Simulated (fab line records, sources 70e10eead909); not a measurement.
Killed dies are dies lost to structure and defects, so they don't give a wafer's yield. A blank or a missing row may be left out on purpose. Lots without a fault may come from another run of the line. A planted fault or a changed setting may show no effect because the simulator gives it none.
Which tool did it? | flow nand_harc | 12 lots, 36 wafers sampled, at 5 steps of a route of 1302

WHAT THE GAUGES READ, wafer by wafer
NHARC_END_SORT_01. Usual: killed_at_array 62, standard deviation 16; killed_at_other 0.8, standard deviation 1.1; killed_at_periphery 4, standard deviation 3.2; killed_dies 67, standard deviation 16; killed_open 3.5, standard deviation 1.9; killed_short 2.1, standard deviation 1.5.
lot  | measured     | on        | killed_at_array | killed_at_other | killed_at_periphery | killed_dies | killed_open | killed_short | flag
L355 | day 24 08:47 | prober-02 | 58 49 52        | 4 2 0           | 1 2 0               | 63 53 52    | 5 4 2       | 4 2 2        |
L356 | day 25 06:48 | prober-01 | 71 60 64        | 0 3 1           | 4 4 13              | 75 67 78    | 4 3 1       | 3 1 0        |
L361 | day 27 08:02 | prober-01 | 552 567 556     | 3 2 1           | 7 8 4               | 562 577 561 | 8 1 2       | 2 4 1        | OFF
L362 | day 27 07:16 | prober-02 | 556 539 549     | 1 2 0           | 0 5 3               | 557 546 552 | 4 3 4       | 3 1 1        | OFF
L369 | day 30 02:50 | prober-01 | 50 60 63        | 1 1 5           | 1 3 1               | 52 64 69    | 3 2 3       | 1 2 2        |
L371 | day 31 12:14 | prober-01 | 78 84 94        | 0 0 0           | 7 5 5               | 85 89 99    | 6 0 3       | 2 0 4        |
L372 | day 30 21:46 | prober-02 | 80 81 83        | 1 0 0           | 2 3 3               | 83 84 86    | 5 3 6       | 1 3 2        |
L374 | day 32 04:24 | prober-01 | 89 81 73        | 0 0 0           | 0 3 0               | 89 84 73    | 5 0 3       | 1 3 3        |
L373 | day 32 13:49 | prober-01 | 61 60 60        | 0 0 0           | 1 2 1               | 62 62 61    | 5 3 4       | 2 3 2        |
L376 | day 32 04:21 | prober-02 | 62 65 63        | 1 1 0           | 5 4 6               | 68 70 69    | 7 2 7       | 2 0 1        |
L375 | day 33 05:26 | prober-02 | 67 88 87        | 0 1 0           | 10 3 4              | 77 92 91    | 1 6 2       | 2 3 3        |
L377 | day 34 09:10 | prober-02 | 66 57 57        | 3 0 1           | 2 4 0               | 71 61 58    | 3 2 0       | 2 3 2        |

WHICH TOOL RAN EACH LOT (tool, then ch and the chambers of the sampled wafers, then the start)
lot  | NHARC_A_STAIRCASE_ETCH_452                    | NHARC_A_STAIRCASE_ETCH_315                    | NHARC_A_STAIRCASE_STRIP_316                   | NHARC_A_STAIRCASE_CVD_552
L355 | rie_diel-02 ch 1,2,3, day 17 14:07 or earlier | rie_diel-11 ch 0,3, day 17 14:07 or earlier   | rie_diel-11 ch 1,2, day 17 14:07 or earlier   | lpcvd-01 ch 0, day 17 14:07
L356 | rie_diel-11 ch 0,1,2, day 18 11:04 or earlier | rie_diel-02 ch 1,2,3, day 18 11:04 or earlier | rie_diel-02 ch 0,2,3, day 18 11:04 or earlier | lpcvd-02 ch 1, day 18 11:04
L361 | rie_diel-02 ch 0,3, day 20 07:02 or earlier   | rie_diel-02 ch 0,1,2, day 20 07:02 or earlier | rie_diel-02 ch 0,1,3, day 20 07:02 or earlier | lpcvd-01 ch 1, day 20 07:02
L362 | rie_diel-04 ch 0,3, day 20 10:28 or earlier   | rie_diel-02 ch 0,1,2, day 20 10:28 or earlier | rie_diel-02 ch 0,2,3, day 20 10:28 or earlier | lpcvd-02 ch 1, day 20 10:28
L369 | rie_diel-04 ch 0,2, day 23 02:43 or earlier   | rie_diel-02 ch 1,2, day 23 02:43              | rie_diel-02 ch 1,2, day 23 03:22              | lpcvd-02 ch 0, day 23 12:51
L371 | rie_diel-11 ch 0,2,3, day 24 03:34 or earlier | rie_diel-11 ch 1,2, day 24 03:34 or earlier   | rie_diel-11 ch 2,3, day 24 03:34 or earlier   | lpcvd-02 ch 0, day 24 03:34
L372 | rie_diel-11 ch 0,1,2, day 24 08:17 or earlier | rie_diel-02 ch 1,2, day 24 08:17 or earlier   | rie_diel-02 ch 1,3, day 24 08:17 or earlier   | lpcvd-02 ch 0, day 24 08:17
L374 | rie_diel-02 ch 0,1,2, day 25 08:21 or earlier | rie_diel-04 ch 0,1,3, day 25 08:21 or earlier | rie_diel-04 ch 0,1, day 25 08:21 or earlier   | lpcvd-02 ch 0, day 25 08:21
L373 | rie_diel-04 ch 0,1,2, day 25 08:21 or earlier | rie_diel-04 ch 0,1,2, day 25 08:21 or earlier | rie_diel-04 ch 0,3, day 25 08:21 or earlier   | lpcvd-02 ch 0, day 25 08:21
L376 | rie_diel-11 ch 0,1,3, day 25 15:51 or earlier | rie_diel-11 ch 0,2,3, day 25 15:51 or earlier | rie_diel-11 ch 1,2,3, day 25 15:51 or earlier | lpcvd-01 ch 1, day 25 15:51
L375 | rie_diel-04 ch 0,3, day 26 12:13 or earlier   | rie_diel-11 ch 2,3, day 26 12:13 or earlier   | rie_diel-11 ch 2,3, day 26 12:13 or earlier   | lpcvd-02 ch 0, day 26 12:13
L377 | rie_diel-02 ch 0,1,3, day 27 09:19 or earlier | rie_diel-04 ch 1,2, day 27 09:19 or earlier   | rie_diel-04 ch 2,3, day 27 09:19 or earlier   | lpcvd-01 ch 0, day 27 09:19
- NHARC_A_STAIRCASE_ETCH_452: etches the open film in CF4/O2, target depth 30 nm, overetch 3 nm, time 16.5 s.
- NHARC_A_STAIRCASE_ETCH_315: etches the open film in C4F8/O2/Ar, target depth 2500 nm, time 607.1 s.
- NHARC_A_STAIRCASE_STRIP_316: strips in O2.
- NHARC_A_STAIRCASE_CVD_552: deposits SiNx, target thk 40 nm.

WHAT THE TOOLS THEMSELVES READ (means of the sampled wafers that have a number; where no wafer has one, the mark that the record gives instead)
NHARC_A_STAIRCASE_ETCH_452. Usual: drypump_motor_current_A 5.61 A, standard deviation 0.29; oes_product_au 1.002 a.u., standard deviation 0.007; rf_vpp_V 197.8 V, standard deviation 1.5; showerhead_plenum_p_Torr 1.34 Torr, standard deviation 0.063; throttle_valve_pct 13.397 %, standard deviation 0.0095.
lot  | tool        | drypump_motor_current_A (A) | oes_product_au (a.u.) | rf_vpp_V (V) | showerhead_plenum_p_Torr (Torr) | throttle_valve_pct (%) | flag
L355 | rie_diel-02 | 5.67                        | 1.007                 | 197.8        | 1.36                            | 13.393                 |
L356 | rie_diel-11 | 5.63                        | 1.008                 | 196.3        | 1.26                            | 13.404                 |
L361 | rie_diel-02 | 5.34                        | 0.996                 | 198.3        | 1.32                            | 13.396                 |
L362 | rie_diel-04 | 5.16                        | 1.008                 | 197.3        | 1.33                            | 13.406                 |
L369 | rie_diel-04 | 5.72                        | 0.997                 | 197.6        | 1.36                            | 13.394                 |
L371 | rie_diel-11 | 5.61                        | 1.003                 | 198.3        | 1.35                            | 13.385                 |
L372 | rie_diel-11 | 5.62                        | 1.006                 | 196.4        | 1.32                            | 13.395                 |
L374 | rie_diel-02 | 5.79                        | 1.001                 | 196.6        | 1.31                            | 13.400                 |
L373 | rie_diel-04 | 5.75                        | 0.995                 | 197.6        | 1.36                            | 13.394                 |
L376 | rie_diel-11 | 5.60                        | 1.004                 | 197.9        | 1.30                            | 13.398                 |
L375 | rie_diel-04 | 5.39                        | 1.011                 | 198.4        | 1.35                            | 13.399                 |
L377 | rie_diel-02 | 5.53                        | 0.998                 | 197.8        | 1.33                            | 13.394                 |

NHARC_A_STAIRCASE_ETCH_315. Usual: oes_product_au 0.932 a.u., standard deviation 0.0089; rf_vpp_V 1826 V, standard deviation 12.
lot  | tool        | oes_product_au (a.u.) | rf_vpp_V (V) | flag
L355 | rie_diel-11 | 0.926                 | 1828         |
L356 | rie_diel-02 | 0.944                 | 1832         |
L361 | rie_diel-02 | 0.929                 | 1825         |
L362 | rie_diel-02 | 0.924                 | 1824         |
L369 | rie_diel-02 | 0.921                 | 1834         |
L371 | rie_diel-11 | 0.938                 | 1836         |
L372 | rie_diel-02 | 0.923                 | 1832         |
L374 | rie_diel-04 | 0.937                 | 1828         |
L373 | rie_diel-04 | 0.938                 | 1832         |
L376 | rie_diel-11 | 0.935                 | 1830         |
L375 | rie_diel-11 | 0.935                 | 1837         |
L377 | rie_diel-04 | 0.928                 | 1830         |

NHARC_A_STAIRCASE_STRIP_316. Usual: drypump_motor_current_A 5.63 A, standard deviation 0.29; oes_product_au 1.002 a.u., standard deviation 0.0071; rf_vpp_V 57.7 V, standard deviation 0.95; showerhead_plenum_p_Torr 3.52 Torr, standard deviation 0.16; throttle_valve_pct 17.037 %, standard deviation 0.0089.
lot  | tool        | drypump_motor_current_A (A) | oes_product_au (a.u.) | rf_vpp_V (V) | showerhead_plenum_p_Torr (Torr) | throttle_valve_pct (%) | flag
L355 | rie_diel-11 | 5.80                        | 1.009                 | 56.6         | 3.33                            | 17.033                 |
L356 | rie_diel-02 | 5.62                        | 0.990                 | 57.8         | 3.45                            | 17.037                 |
L361 | rie_diel-02 | 5.54                        | 0.996                 | 58.3         | 3.55                            | 17.032                 |
L362 | rie_diel-02 | 5.63                        | 0.999                 | 57.7         | 3.44                            | 17.045                 |
L369 | rie_diel-02 | 5.95                        | 0.997                 | 57.4         | 3.51                            | 17.030                 |
L371 | rie_diel-11 | 5.76                        | 1.012                 | 57.7         | 3.68                            | 17.039                 |
L372 | rie_diel-02 | 5.61                        | 0.994                 | 57.7         | 3.67                            | 17.032                 |
L374 | rie_diel-04 | 5.64                        | 1.000                 | 58.8         | 3.61                            | 17.035                 |
L373 | rie_diel-04 | 5.40                        | 1.008                 | 58.1         | 3.56                            | 17.038                 |
L376 | rie_diel-11 | 5.79                        | 1.007                 | 57.5         | 3.60                            | 17.039                 |
L375 | rie_diel-11 | 5.78                        | 1.000                 | 58.4         | 3.73                            | 17.035                 |
L377 | rie_diel-04 | 5.31                        | 1.010                 | 57.4         | 3.47                            | 17.039                 |

NHARC_A_STAIRCASE_CVD_552. Usual: pressure_mtorr 300.0 mTorr, standard deviation 0.58; spike_tc_bottom_C 719 C, standard deviation 4.6; spike_tc_centre_C 700.5 C, standard deviation 1.2; zone_power_top_pct 24 %, standard deviation 3.
lot  | tool     | pressure_mtorr (mTorr) | spike_tc_bottom_C (C) | spike_tc_centre_C (C) | zone_power_top_pct (%) | flag
L355 | lpcvd-01 | 299.9                  | 720                   | 699.7                 | 21                     |
L356 | lpcvd-02 | 300.0                  | 728                   | 700.3                 | 24                     |
L361 | lpcvd-01 | -                      | -                     | -                     | -                      | OFF
L362 | lpcvd-02 | -                      | -                     | -                     | -                      | OFF
L369 | lpcvd-02 | 300.2                  | 720                   | 700.4                 | 20                     |
L371 | lpcvd-02 | 300.1                  | 720                   | 700.3                 | 20                     |
L372 | lpcvd-02 | 299.7                  | 721                   | 699.3                 | 20                     |
L374 | lpcvd-02 | 299.6                  | 721                   | 700.3                 | 20                     |
L373 | lpcvd-02 | 300.0                  | 721                   | 699.0                 | 20                     |
L376 | lpcvd-01 | 300.3                  | 714                   | 701.6                 | 27                     |
L375 | lpcvd-02 | 299.9                  | 720                   | 699.9                 | 20                     |
L377 | lpcvd-01 | 300.4                  | 721                   | 699.9                 | 21                     |

THE ANSWER, worked out from the rows above alone
Rule: a lot is off if the mean of its wafers that have a number lies more than 3 standard deviations from the usual mean. A lot without any number at a reading at which 4 lots or more have one is off too. The other lots that the step has rows for count as sound. The gauges are gone through in route order, then the tools' own readings, and for those a lot's mean is taken as printed above. The first step at which some lot is off is used, and at that step the reading that is off furthest; a lot without a number counts as furthest.
Off: L361, L362, at NHARC_END_SORT_01 (killed_dies).
A tool fits if, at a process step before that reading, it ran every lot that is off, and no sound lot after the first of them. The gauges at NHARC_END_SORT_01 aren't tried: what is off there is off at NHARC_A_STAIRCASE_CVD_552 too, on other tools, and a gauge's error can't cause that. NHARC_A_STAIRCASE_ETCH_452 gives no start for some lots, so the hours and the order of its lots are those of NHARC_A_STAIRCASE_CVD_552. NHARC_A_STAIRCASE_ETCH_315 gives no start for some lots, so the hours and the order of its lots are those of NHARC_A_STAIRCASE_CVD_552. NHARC_A_STAIRCASE_STRIP_316 gives no start for some lots, so the hours and the order of its lots are those of NHARC_A_STAIRCASE_CVD_552. None of those tried fits.

WHAT THE SIMULATOR HAD PUT IN
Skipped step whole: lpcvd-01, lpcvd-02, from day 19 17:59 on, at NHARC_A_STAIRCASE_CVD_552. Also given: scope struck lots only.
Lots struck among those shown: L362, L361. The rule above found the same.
